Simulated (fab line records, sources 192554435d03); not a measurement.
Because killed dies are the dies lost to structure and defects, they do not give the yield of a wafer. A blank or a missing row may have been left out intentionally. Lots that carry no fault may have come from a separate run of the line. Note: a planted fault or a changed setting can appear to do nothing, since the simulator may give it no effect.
Matching of chambers | flow n5-finfet | N5_ILD0_CMP_12 on cmp-02: 4 sister chambers
The step polishes SiNx, stops on poly-Si, t overpolish 6 s, target thk 17.67 nm. 8 wafers are shown with their chamber, then 8 later ones without.

== EACH WAFER AND ITS CHAMBER ==
wafer  | chamber | motor-current-A (A) | overpolish-run-s (s)
L077.6 | 0       | 9.3                 | 5.995
L082.1 | 1       | 8.1                 | 6.019
L083.3 | 0       | 9.0                 | 6.005
L083.6 | 3       | 9.5                 | 6.015
L084.2 | 2       | 9.5                 | 5.985
L084.5 | 1       | 8.0                 | 6.009
L084.6 | 2       | 9.4                 | 5.993
L087.3 | 3       | 9.8                 | 5.996

== WAFERS MISSING THEIR CHAMBER ==
wafer  | motor-current-A (A) | overpolish-run-s (s)
L087.4 | 9.7                 | 6.007
L087.5 | 8.9                 | 6.004
L088.1 | 8.6                 | 6.010
L088.2 | 9.6                 | 5.998
L088.3 | 9.8                 | 5.992
L090.1 | 9.6                 | 6.002
L090.2 | 9.8                 | 6.007
L090.6 | 9.8                 | 5.996

== EACH ONE'S CHAMBER ==
wafer  | from the rows above          | in truth
L087.4 | 3                            | 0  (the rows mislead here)
L087.5 | 0                            | 0
L088.1 | can't be placed: 1 or 0      | 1
L088.2 | can't be placed: 3 or 2 or 0 | 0
L088.3 | can't be placed: 3 or 2      | 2
L090.1 | can't be placed: 3 or 2      | 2
L090.2 | 3                            | 3
L090.6 | can't be placed: 3 or 2      | 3
Placed correctly: 2 of 8. Cannot be placed on the basis of these rows: 5; the candidates contain the true chamber in 5. 1 placed wrongly.
How it was worked out, from the rows above alone: a wafer's distance from a chamber is the root of the sum, over the readings, of the square of ((its reading less the chamber's mean) divided by the reading's scatter). If the next closest chamber is less than 2 further off than the closest, the wafer can't be placed; otherwise it belongs to the closest. A chamber's mean is the mean of its shown wafers. The scatter: take each reading less its chamber's mean, square it, sum over the shown wafers, divide by the number of wafers less the number of chambers, and take the root.
